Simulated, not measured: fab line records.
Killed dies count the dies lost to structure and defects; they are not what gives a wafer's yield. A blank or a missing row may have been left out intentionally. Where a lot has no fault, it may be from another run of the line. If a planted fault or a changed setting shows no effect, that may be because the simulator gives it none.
Which tool is to blame?	flow n5-finfet	Sampling: 22 lots, 66 wafers, 5 of 1938 route steps

WHAT EACH GAUGE READ, for each wafer
N5_BEOL_M7_THK_MEAS_01.
lot	measured	on	M7_ILD_THK (nm)
L075	day 9 05:28	film-metro-01	153.7 154.2 155.8
L076	day 9 09:43	film-metro-02	157.1 156.3 155.2
L077	day 9 17:12	film-metro-01	154.4 153.7 155.6
L078	day 9 19:00	film-metro-02	155.0 157.2 157.5
L079	day 10 00:59	film-metro-01	155.5 154.9 155.7
L080	day 10 07:37	film-metro-01	155.4 157.5 157.0
L082	day 10 17:19	film-metro-01	153.6 153.5 156.2
L081	day 10 19:30	film-metro-02	153.7 159.4 157.4
L083	day 10 20:37	film-metro-02	155.6 157.3 157.6
L084	day 10 22:36	film-metro-01	152.0 153.4 155.5
L086	day 11 21:12	film-metro-01	152.1 152.1 156.0
L088	day 12 00:05	film-metro-02	154.4 153.9 152.0
L087	day 12 01:03	film-metro-02	155.2 158.1 156.5
L089	day 12 21:08	film-metro-02	153.6 156.4 156.1
L090	day 13 05:55	film-metro-02	153.8 155.8 156.5
L091	day 13 06:24	film-metro-01	152.1 155.9 155.1
L092	day 13 09:11	film-metro-01	156.0 156.1 158.3
L093	day 13 10:08	film-metro-02	153.8 155.5 155.4
L094	day 13 22:07	film-metro-02	157.1 155.4 157.0
L095	day 13 22:50	film-metro-02	152.1 151.0 153.9
L097	day 14 13:35	film-metro-02	155.5 157.7 157.8
L096	day 14 16:55	film-metro-01	153.1 151.8 153.6

EACH LOT AND THE TOOL THAT RAN IT (in order: tool; ch and the chambers of the sampled wafers; start)
lot	N5_BEOL_M6_DESCUM_16	N5_BEOL_M6_ETCH_72	N5_BEOL_M6_STRIP_36	N5_BEOL_M6_TRENCH_ETCH_37
L075	rie-diel-01 ch 1,2,3, day 9 00:06	rie-diel-01 ch 1,2,3, day 9 01:31	rie-diel-01 ch 1,2,3, day 9 01:42	rie-diel-01 ch 1,2,3, day 9 05:28 or earlier
L076	rie-diel-02 ch 0,3, day 9 02:24	rie-diel-04 ch 2,3, day 9 03:49	rie-diel-04 ch 2,3, day 9 04:01	rie-diel-04 ch 2,3, day 9 09:43 or earlier
L077	rie-diel-02 ch 0,1,3, day 9 10:13	rie-diel-02 ch 1,3, day 9 11:52	rie-diel-02 ch 1,3, day 9 12:04	rie-diel-02 ch 1,3, day 9 17:12 or earlier
L078	rie-diel-02 ch 1,2,3, day 9 12:48	rie-diel-02 ch 0,2, day 9 15:02	rie-diel-02 ch 0,2, day 9 15:14	rie-diel-02 ch 0,2, day 9 19:00 or earlier
L079	rie-diel-01 ch 1,2,3, day 9 19:45	rie-diel-01 ch 0,1, day 9 21:05	rie-diel-01 ch 0,1, day 9 21:17	rie-diel-01 ch 0,1, day 10 00:59 or earlier
L080	rie-diel-04 ch 0,1,3, day 10 03:38	rie-diel-01 ch 0,2,3, day 10 04:33	rie-diel-01 ch 0,2,3, day 10 04:45	rie-diel-01 ch 0,2,3, day 10 07:37 or earlier
L082	rie-diel-01 ch 1,2,3, day 10 11:50	rie-diel-01 ch 1,3, day 10 13:23	rie-diel-01 ch 1,3, day 10 13:35	rie-diel-01 ch 1,3, day 10 17:19 or earlier
L081	rie-diel-04 ch 0,2,3, day 10 13:17	rie-diel-02 ch 1,2, day 10 15:08	rie-diel-02 ch 1,2, day 10 15:20	rie-diel-02 ch 1,2, day 10 19:30 or earlier
L083	rie-diel-02 ch 0,1,3, day 10 14:21	rie-diel-01 ch 0,3, day 10 15:17	rie-diel-01 ch 0,3, day 10 15:28	rie-diel-01 ch 0,3, day 10 20:37 or earlier
L084	rie-diel-04 ch 2,3, day 10 16:21	rie-diel-04 ch 0,2, day 10 18:09	rie-diel-04 ch 0,2, day 10 18:21	rie-diel-04 ch 0,2, day 10 22:36 or earlier
L086	rie-diel-02 ch 1,2,3, day 11 15:58	rie-diel-01 ch 0,2,3, day 11 17:56	rie-diel-01 ch 0,2,3, day 11 18:08	rie-diel-01 ch 0,2,3, day 11 21:12 or earlier
L088	rie-diel-02 ch 1,2,3, day 11 18:52	rie-diel-02 ch 0,2,3, day 11 19:55	rie-diel-02 ch 0,2,3, day 11 20:07	rie-diel-02 ch 0,2,3, day 12 00:05 or earlier
L087	rie-diel-02 ch 0,3, day 11 19:12	rie-diel-02 ch 1,2,3, day 11 20:34	rie-diel-02 ch 1,2,3, day 11 20:46	rie-diel-02 ch 1,2,3, day 12 01:03 or earlier
L089	rie-diel-04 ch 0,1, day 12 14:40	rie-diel-04 ch 1,2, day 12 16:29	rie-diel-04 ch 1,2, day 12 16:41	rie-diel-04 ch 1,2, day 12 21:08 or earlier
L090	rie-diel-01 ch 0,1,3, day 13 00:01	rie-diel-02 ch 0,1, day 13 01:59	rie-diel-02 ch 0,1, day 13 02:11	rie-diel-02 ch 0,1, day 13 05:55 or earlier
L091	rie-diel-02 ch 0,2,3, day 13 00:07	rie-diel-04 ch 0,1,2, day 13 02:02	rie-diel-04 ch 0,1,2, day 13 02:14	rie-diel-04 ch 0,1,2, day 13 06:24 or earlier
L092	rie-diel-01 ch 0,3, day 13 03:35	rie-diel-01 ch 0,3, day 13 05:07	rie-diel-01 ch 0,3, day 13 05:19	rie-diel-01 ch 0,3, day 13 09:11 or earlier
L093	rie-diel-02 ch 0,1,2, day 13 03:50	rie-diel-02 ch 0,1,3, day 13 05:38	rie-diel-02 ch 0,1,3, day 13 05:50	rie-diel-02 ch 0,1,3, day 13 10:08 or earlier
L094	rie-diel-04 ch 0,2,3, day 13 14:39	rie-diel-04 ch 1,2,3, day 13 16:41	rie-diel-04 ch 1,2,3, day 13 16:53	rie-diel-04 ch 1,2,3, day 13 22:07 or earlier
L095	rie-diel-04 ch 0,1,2, day 13 17:54	rie-diel-04 ch 1,2, day 13 18:50	rie-diel-04 ch 1,2, day 13 19:02	rie-diel-04 ch 1,2, day 13 22:50 or earlier
L097	rie-diel-01 ch 2,3, day 14 05:02	rie-diel-02 ch 0,3, day 14 07:59	rie-diel-02 ch 0,3, day 14 08:11	rie-diel-02 ch 0,3, day 14 13:35 or earlier
L096	rie-diel-04 ch 0,2, day 14 08:23	rie-diel-01 ch 1,3, day 14 11:20	rie-diel-01 ch 1,3, day 14 11:32	rie-diel-01 ch 1,3, day 14 16:55 or earlier
- N5_BEOL_M6_DESCUM_16: chemistry O2, time 7.9 s.
- N5_BEOL_M6_ETCH_72: etches underlayer in N2/H2, target depth 6.5 nm, time 5.2 s.
- N5_BEOL_M6_STRIP_36: strips in N2/H2.
- N5_BEOL_M6_TRENCH_ETCH_37: etches SiCOH lowk in C4F6/O2, target depth 94.435 nm, time 31.5 s.

WHAT THE TOOLS THEMSELVES READ (means of the sampled wafers that have a number; where no wafer has one, the mark that the record gives instead)
N5_BEOL_M6_DESCUM_16.
lot	tool	drypump-motor-current-A (A)	oes-product-au (a.u.)	rf-vpp-V (V)	showerhead-plenum-p-Torr (Torr)	throttle-valve-pct (%)
L075	rie-diel-01	6.0	0.83	244.4	2.15	20.54
L076	rie-diel-02	5.4	0.74	242.0	2.09	20.69
L077	rie-diel-02	5.3	0.79	243.5	2.08	20.48
L078	rie-diel-02	5.1	0.78	242.6	2.04	20.50
L079	rie-diel-01	6.0	0.81	244.3	2.15	20.55
L080	rie-diel-04	5.2	0.78	242.1	2.10	20.60
L082	rie-diel-01	6.0	0.81	244.3	2.14	20.56
L081	rie-diel-04	5.5	0.86	243.2	2.13	20.62
L083	rie-diel-02	5.3	0.79	242.5	2.07	20.51
L084	rie-diel-04	5.5	0.84	243.5	2.13	20.65
L086	rie-diel-02	5.1	0.76	242.2	2.04	20.52
L088	rie-diel-02	5.1	0.76	242.6	2.04	20.52
L087	rie-diel-02	5.4	0.73	242.3	2.08	20.75
L089	rie-diel-04	5.0	0.91	243.6	2.07	20.37
L090	rie-diel-01	6.1	0.80	243.2	2.11	20.66
L091	rie-diel-02	5.2	0.70	242.7	2.05	20.75
L092	rie-diel-01	6.1	0.82	244.3	2.18	20.71
L093	rie-diel-02	5.3	0.75	242.6	2.03	20.63
L094	rie-diel-04	5.5	0.82	243.5	2.12	20.67
L095	rie-diel-04	5.3	0.87	243.8	2.09	20.54
L097	rie-diel-01	5.8	0.81	244.3	2.20	20.40
L096	rie-diel-04	5.6	0.84	242.9	2.12	20.66

N5_BEOL_M6_ETCH_72.
lot	tool	drypump-motor-current-A (A)	etch-rf-on-time-s (s)	oes-product-au (a.u.)	rf-vpp-V (V)	showerhead-plenum-p-Torr (Torr)	throttle-valve-pct (%)
L075	rie-diel-01	6.0	5.12	0.71	526.9	2.61	17.9
L076	rie-diel-04	5.5	5.17	0.74	525.6	2.59	18.1
L077	rie-diel-02	5.2	5.22	0.72	524.0	2.50	17.7
L078	rie-diel-02	5.4	5.25	0.63	522.1	2.49	18.1
L079	rie-diel-01	6.0	5.09	0.75	525.0	2.55	17.8
L080	rie-diel-01	5.9	5.07	0.75	526.4	2.65	17.8
L082	rie-diel-01	6.2	5.10	0.68	525.0	2.59	18.2
L081	rie-diel-02	5.2	5.17	0.65	519.7	2.44	18.0
L083	rie-diel-01	6.1	5.05	0.73	526.8	2.65	18.1
L084	rie-diel-04	5.6	5.10	0.76	524.9	2.59	18.1
L086	rie-diel-01	5.9	5.09	0.73	527.8	2.65	17.8
L088	rie-diel-02	5.2	5.22	0.60	523.1	2.49	18.1
L087	rie-diel-02	5.1	5.18	0.65	520.9	2.47	17.9
L089	rie-diel-04	5.3	5.16	0.75	524.5	2.55	18.0
L090	rie-diel-02	5.6	5.28	0.65	523.2	2.49	17.9
L091	rie-diel-04	5.3	5.09	0.75	524.2	2.55	17.9
L092	rie-diel-01	6.0	5.03	0.73	526.1	2.61	17.9
L093	rie-diel-02	5.3	5.22	0.64	522.5	2.50	17.9
L094	rie-diel-04	5.3	5.08	0.72	524.9	2.54	18.0
L095	rie-diel-04	5.1	5.13	0.76	523.2	2.52	17.8
L097	rie-diel-02	5.1	5.22	0.60	523.4	2.51	18.1
L096	rie-diel-01	6.2	5.02	0.65	523.1	2.57	18.3

N5_BEOL_M6_STRIP_36.
lot	tool	drypump-motor-current-A (A)	oes-product-au (a.u.)	rf-vpp-V (V)	showerhead-plenum-p-Torr (Torr)	throttle-valve-pct (%)
L075	rie-diel-01	5.9	0.82	59.4	2.60	23.7
L076	rie-diel-04	5.6	0.88	59.4	2.59	24.1
L077	rie-diel-02	5.2	0.84	60.8	2.50	23.3
L078	rie-diel-02	5.4	0.74	59.9	2.48	23.8
L079	rie-diel-01	6.0	0.87	58.0	2.54	23.6
L080	rie-diel-01	5.9	0.88	59.4	2.65	23.6
L082	rie-diel-01	6.1	0.78	57.6	2.59	24.1
L081	rie-diel-02	5.1	0.76	58.1	2.44	23.7
L083	rie-diel-01	6.1	0.84	58.2	2.64	23.9
L084	rie-diel-04	5.6	0.89	58.3	2.58	24.0
L086	rie-diel-01	5.9	0.86	59.6	2.64	23.6
L088	rie-diel-02	5.2	0.71	58.7	2.48	23.8
L087	rie-diel-02	5.1	0.76	58.4	2.47	23.7
L089	rie-diel-04	5.3	0.88	60.0	2.55	23.9
L090	rie-diel-02	5.5	0.77	58.4	2.49	23.5
L091	rie-diel-04	5.3	0.89	59.1	2.55	23.8
L092	rie-diel-01	6.0	0.85	59.7	2.60	23.7
L093	rie-diel-02	5.3	0.76	59.5	2.50	23.6
L094	rie-diel-04	5.2	0.84	59.3	2.54	23.8
L095	rie-diel-04	5.0	0.89	60.2	2.51	23.6
L097	rie-diel-02	5.2	0.71	60.2	2.51	23.8
L096	rie-diel-01	6.2	0.75	60.7	2.57	24.2

N5_BEOL_M6_TRENCH_ETCH_37.
lot	tool	O2_flow_sccm (sccm)	drypump-motor-current-A (A)	oes_f_703_au (a.u.)	oes-product-au (a.u.)	rf-vpp-V (V)	showerhead-plenum-p-Torr (Torr)	throttle-valve-pct (%)
L075	rie-diel-01	9.98	6.0	0.84	0.84	670	2.91	20.98
L076	rie-diel-04	10.00	5.5	0.87	0.86	660	2.88	21.07
L077	rie-diel-02	9.98	5.2	0.84	0.84	673	2.81	20.80
L078	rie-diel-02	9.98	5.4	0.74	0.73	658	2.80	21.28
L079	rie-diel-01	9.98	6.0	0.88	0.88	664	2.85	20.90
L080	rie-diel-01	9.99	5.9	0.88	0.88	674	2.96	20.85
L082	rie-diel-01	9.98	6.2	0.80	0.78	668	2.89	21.29
L081	rie-diel-02	9.97	5.1	0.76	0.76	662	2.74	21.13
L083	rie-diel-01	10.01	6.1	0.85	0.84	671	2.95	21.14
L084	rie-diel-04	9.99	5.6	0.86	0.88	671	2.89	21.10
L086	rie-diel-01	10.01	5.9	0.86	0.86	674	2.96	20.86
L088	rie-diel-02	10.00	5.2	0.72	0.72	663	2.80	21.20
L087	rie-diel-02	10.00	5.1	0.76	0.76	668	2.78	21.04
L089	rie-diel-04	9.97	5.4	0.87	0.88	661	2.85	21.02
L090	rie-diel-02	10.01	5.5	0.77	0.76	663	2.81	21.11
L091	rie-diel-04	10.01	5.3	0.86	0.88	668	2.85	21.04
L092	rie-diel-01	10.05	6.0	0.85	0.85	668	2.91	20.99
L093	rie-diel-02	10.01	5.3	0.76	0.75	668	2.81	21.02
L094	rie-diel-04	10.00	5.3	0.84	0.84	661	2.84	21.03
L095	rie-diel-04	10.02	5.0	0.88	0.89	664	2.82	20.93
L097	rie-diel-02	9.99	5.1	0.71	0.70	668	2.83	21.14
L096	rie-diel-01	10.00	6.2	0.76	0.75	667	2.87	21.34

THE ANSWER, worked out from the rows above alone
Rule: the lots themselves supply what counts as usual. The widest of any qualifying gaps counts: lots, ordered by their means at a reading, are off when they make up no more than a third of the lots, leave a main group of 4 or more, and stand apart from it by 3 or more times the standard deviation of that group's means. A main group is skipped when, at the precision printed for the reading in the tables above, its means are all equal. A lot without any number at a reading at which 4 lots or more have one is off too. Where the step has rows for the other lots, those lots are counted as sound. After the gauges, taken in route order, come the tools' own readings; for these a lot's mean is taken, as printed above. The first step at which some lot is off is used, and at that step the reading that is off furthest; a lot without a number counts as furthest.
No lot is off at any reading shown: from this, nothing can be told.

WHAT THE SIMULATOR HAD PUT IN
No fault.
